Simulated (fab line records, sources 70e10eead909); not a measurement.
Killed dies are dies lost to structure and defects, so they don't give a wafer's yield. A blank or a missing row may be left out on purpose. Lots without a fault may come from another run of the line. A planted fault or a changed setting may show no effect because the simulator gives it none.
Which tool did it? | flow nand_harc | 12 lots, 36 wafers sampled, at 5 steps of a route of 1302

WHAT THE GAUGES READ, wafer by wafer
NHARC_END_SORT_01.
lot  | measured     | on        | killed_at_array | killed_at_other | killed_at_periphery | killed_dies | killed_open | killed_short
L103 | day 26 19:26 | prober-01 | 45 44 48        | 1 3 4           | 3 3 1               | 49 50 53    | 1 5 1       | 3 1 1
L101 | day 27 14:31 | prober-02 | 49 56 54        | 2 3 3           | 4 5 1               | 55 64 58    | 2 3 1       | 2 3 1
L102 | day 27 23:04 | prober-01 | 53 60 61        | 3 2 3           | 6 1 4               | 62 63 68    | 3 7 4       | 3 4 2
L113 | day 31 05:39 | prober-01 | 148 144 158     | 0 0 1           | 6 3 7               | 154 147 166 | 4 0 4       | 0 2 1
L114 | day 32 04:25 | prober-01 | 128 145 124     | 0 3 1           | 3 8 4               | 131 156 129 | 3 9 1       | 2 3 0
L119 | day 33 16:53 | prober-01 | 65 60 59        | 1 1 0           | 2 3 2               | 68 64 61    | 5 3 3       | 3 5 2
L120 | day 34 00:38 | prober-01 | 55 51 51        | 1 1 1           | 4 5 4               | 60 57 56    | 4 3 6       | 3 4 1

WHICH TOOL RAN EACH LOT (tool, then ch and the chambers of the sampled wafers, then the start)
lot  | NHARC_A_STAIRCASE_STRIP_172         | NHARC_THIN_TSV_DESCUM_14           | NHARC_THIN_TSV_PVD_51                   | NHARC_THIN_TSV_DESCUM_35
L998 | wet_bench-03 ch 3,4,5, day 16 11:43 | rie_diel-10 ch 0,1,2, day 24 09:29 | pvd_sputter-03, day 24 15:21 or earlier | rie_diel-10 ch 0,2,3, day 24 15:21
L999 | wet_bench-05 ch 2,4,7, day 16 21:46 | rie_diel-11 ch 1,2,3, day 24 05:41 | pvd_sputter-02, day 24 11:46 or earlier | rie_diel-11 ch 0,1,3, day 24 11:46
L103 | wet_bench-06 ch 1,4,6, day 17 22:34 | rie_diel-07 ch 0,3, day 26 03:46   | pvd_sputter-03, day 26 09:44 or earlier | rie_diel-10 ch 1,3, day 26 09:44
L101 | wet_bench-03 ch 0,5,6, day 18 01:50 | rie_diel-11 ch 0,1,3, day 26 22:41 | pvd_sputter-03, day 27 04:41 or earlier | rie_diel-10 ch 0,3, day 27 04:41
L102 | wet_bench-05 ch 0,2,6, day 18 05:29 | rie_diel-07 ch 1,2, day 26 23:45   | pvd_sputter-02, day 27 05:41 or earlier | rie_diel-07 ch 0,2,3, day 27 05:41
L104 | wet_bench-05 ch 0,5,7, day 18 19:19 | rie_diel-10 ch 1,3, day 27 02:17   | pvd_sputter-01, day 27 08:13 or earlier | rie_diel-11 ch 1,2, day 27 08:13
L107 | wet_bench-06 ch 3,4,7, day 20 06:57 | rie_diel-10 ch 1,2,3, day 28 01:32 | pvd_sputter-01, day 28 07:19 or earlier | rie_diel-11 ch 0,2, day 28 07:19
L112 | wet_bench-03 ch 1,2,7, day 22 04:07 | rie_diel-10 ch 0,1,2, day 29 15:22 | pvd_sputter-03, day 29 21:16 or earlier | rie_diel-07 ch 1,2, day 29 21:16
L113 | wet_bench-05 ch 2,4,6, day 22 11:43 | rie_diel-10 ch 0,1,3, day 30 14:50 | pvd_sputter-02, day 30 20:47 or earlier | rie_diel-11 ch 1,2,3, day 30 20:47
L114 | wet_bench-05 ch 0,2,3, day 23 00:55 | rie_diel-10 ch 0,1,2, day 31 08:22 | pvd_sputter-01, day 31 14:38 or earlier | rie_diel-10 ch 0,1,2, day 31 14:38
L119 | wet_bench-06 ch 3,4,7, day 24 11:56 | rie_diel-10 ch 0,1, day 33 01:22   | pvd_sputter-02, day 33 07:16 or earlier | rie_diel-07 ch 0,1,3, day 33 07:16
L120 | wet_bench-03 ch 2,4,5, day 25 12:23 | rie_diel-11 ch 0,1,2, day 33 05:14 | pvd_sputter-03, day 33 10:58 or earlier | rie_diel-07 ch 1,2,3, day 33 10:58
- NHARC_A_STAIRCASE_STRIP_172: strips in SPM, time 900 s.
- NHARC_THIN_TSV_DESCUM_14: chemistry O2, time 3 s.
- NHARC_THIN_TSV_PVD_51: deposits Cu, target thk 100 nm.
- NHARC_THIN_TSV_DESCUM_35: chemistry O2, time 3 s.

WHAT THE TOOLS THEMSELVES READ (means of the sampled wafers that have a number; where no wafer has one, the mark that the record gives instead)
NHARC_A_STAIRCASE_STRIP_172.
lot  | tool         | bath_guard_temp_C (C)
L998 | wet_bench-03 | 129.8
L999 | wet_bench-05 | 130.0
L103 | wet_bench-06 | 129.6
L101 | wet_bench-03 | 129.5
L102 | wet_bench-05 | 130.7
L104 | wet_bench-05 | 130.3
L107 | wet_bench-06 | 130.6
L112 | wet_bench-03 | 129.8
L113 | wet_bench-05 | 130.2
L114 | wet_bench-05 | 130.6
L119 | wet_bench-06 | 130.5
L120 | wet_bench-03 | 129.6

NHARC_THIN_TSV_DESCUM_14.
lot  | tool        | drypump_motor_current_A (A) | oes_product_au (a.u.) | rf_vpp_V (V) | showerhead_plenum_p_Torr (Torr) | throttle_valve_pct (%)
L998 | rie_diel-10 | 5.6                         | 1.015                 | 57.4         | 1.90                            | 11.308
L999 | rie_diel-11 | 5.7                         | 1.001                 | 58.5         | 1.96                            | 11.313
L103 | rie_diel-07 | 5.6                         | 1.009                 | 57.7         | 1.90                            | 11.313
L101 | rie_diel-11 | 5.3                         | 1.006                 | 57.8         | 1.98                            | 11.314
L102 | rie_diel-07 | 5.7                         | 1.009                 | 57.7         | 1.89                            | 11.313
L104 | rie_diel-10 | 5.7                         | 1.008                 | 57.7         | 1.93                            | 11.315
L107 | rie_diel-10 | 5.8                         | 0.998                 | 58.7         | 1.91                            | 11.313
L112 | rie_diel-10 | 5.6                         | 1.003                 | 57.6         | 1.90                            | 11.315
L113 | rie_diel-10 | 5.8                         | 1.003                 | 57.7         | 1.95                            | 11.300
L114 | rie_diel-10 | 5.6                         | 0.995                 | 58.5         | 1.89                            | 11.305
L119 | rie_diel-10 | 5.5                         | 0.988                 | 58.2         | 1.91                            | 11.308
L120 | rie_diel-11 | 5.7                         | 0.986                 | 58.0         | 1.92                            | 11.318

NHARC_THIN_TSV_PVD_51.
lot  | tool           | chamber_pressure_pa (Pa) | throttle_valve_pct (%)
L998 | pvd_sputter-03 | 5.004                    | 29.7
L999 | pvd_sputter-02 | 4.999                    | 30.5
L103 | pvd_sputter-03 | 4.997                    | 29.3
L101 | pvd_sputter-03 | 4.993                    | 30.1
L102 | pvd_sputter-02 | 4.994                    | 30.5
L104 | pvd_sputter-01 | 4.999                    | 30.1
L107 | pvd_sputter-01 | 5.006                    | 29.5
L112 | pvd_sputter-03 | 5.004                    | 29.5
L113 | pvd_sputter-02 | 4.991                    | 31.5
L114 | pvd_sputter-01 | 5.000                    | 31.1
L119 | pvd_sputter-02 | 5.001                    | 30.5
L120 | pvd_sputter-03 | 5.004                    | 30.5

NHARC_THIN_TSV_DESCUM_35.
lot  | tool        | drypump_motor_current_A (A) | oes_product_au (a.u.) | rf_vpp_V (V) | showerhead_plenum_p_Torr (Torr) | throttle_valve_pct (%)
L998 | rie_diel-10 | 5.9                         | 1.014                 | 57.4         | 1.94                            | 11.314
L999 | rie_diel-11 | 5.3                         | 1.007                 | 57.5         | 1.98                            | 11.307
L103 | rie_diel-10 | 6.1                         | 1.003                 | 58.0         | 1.96                            | 11.305
L101 | rie_diel-10 | 5.9                         | 1.013                 | 58.6         | 1.98                            | 11.311
L102 | rie_diel-07 | 5.7                         | 1.010                 | 58.0         | 1.88                            | 11.305
L104 | rie_diel-11 | 6.0                         | 0.997                 | 58.3         | 1.90                            | 11.304
L107 | rie_diel-11 | 6.3                         | 1.001                 | 57.5         | 1.89                            | 11.317
L112 | rie_diel-07 | 5.7                         | 1.000                 | 57.6         | 1.89                            | 11.301
L113 | rie_diel-11 | 5.7                         | 0.996                 | 59.2         | 1.96                            | 11.305
L114 | rie_diel-10 | 5.6                         | 0.995                 | 58.0         | 1.89                            | 11.325
L119 | rie_diel-07 | 5.5                         | 1.007                 | 56.5         | 1.88                            | 11.317
L120 | rie_diel-07 | 5.5                         | 1.004                 | 57.2         | 1.90                            | 11.313

THE ANSWER, worked out from the rows above alone
Rule: what is usual is taken from the lots themselves. Put in order of their means at a reading, lots are off if they are a third of the lots or fewer, leave a main group of 4 or more, and stand apart from it by a gap of 3 or more times the standard deviation of the main group's means; of several such gaps the widest counts. A main group whose means are all the same, to the digits that the tables above print for the reading, isn't used. A lot without any number at a reading at which 4 lots or more have one is off too. The other lots that the step has rows for count as sound. The gauges are gone through in route order, then the tools' own readings, and for those a lot's mean is taken as printed above. The first step at which some lot is off is used, and at that step the reading that is off furthest; a lot without a number counts as furthest.
Off: L113, L114, at NHARC_END_SORT_01 (killed_dies). The main group: mean 59, standard deviation 5.1. Neither off nor sound, because the step has no rows for them: L998, L999, L104, L107, L112.
A tool fits if, at a process step before that reading, it ran every lot that is off, and no sound lot after the first of them. The gauges at NHARC_END_SORT_01 aren't tried: what is off there is off at NHARC_THIN_TSV_DESCUM_14 too, on other tools, and a gauge's error can't cause that. NHARC_THIN_TSV_PVD_51 gives no start for some lots, so the hours and the order of its lots are those of NHARC_THIN_TSV_DESCUM_35. One fits: wet_bench-05 at NHARC_A_STAIRCASE_STRIP_172. Its last sound lot is L102 (day 18 05:29), its first lot that is off L113 (day 22 11:43): a fault that began between those two fits.

WHAT THE SIMULATOR HAD PUT IN
Chamber particle source: wet_bench-05, from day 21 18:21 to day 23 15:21, at NHARC_A_STAIRCASE_STRIP_172. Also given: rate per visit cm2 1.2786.
Lots struck among those shown: L113, L114. The rule above found the same.
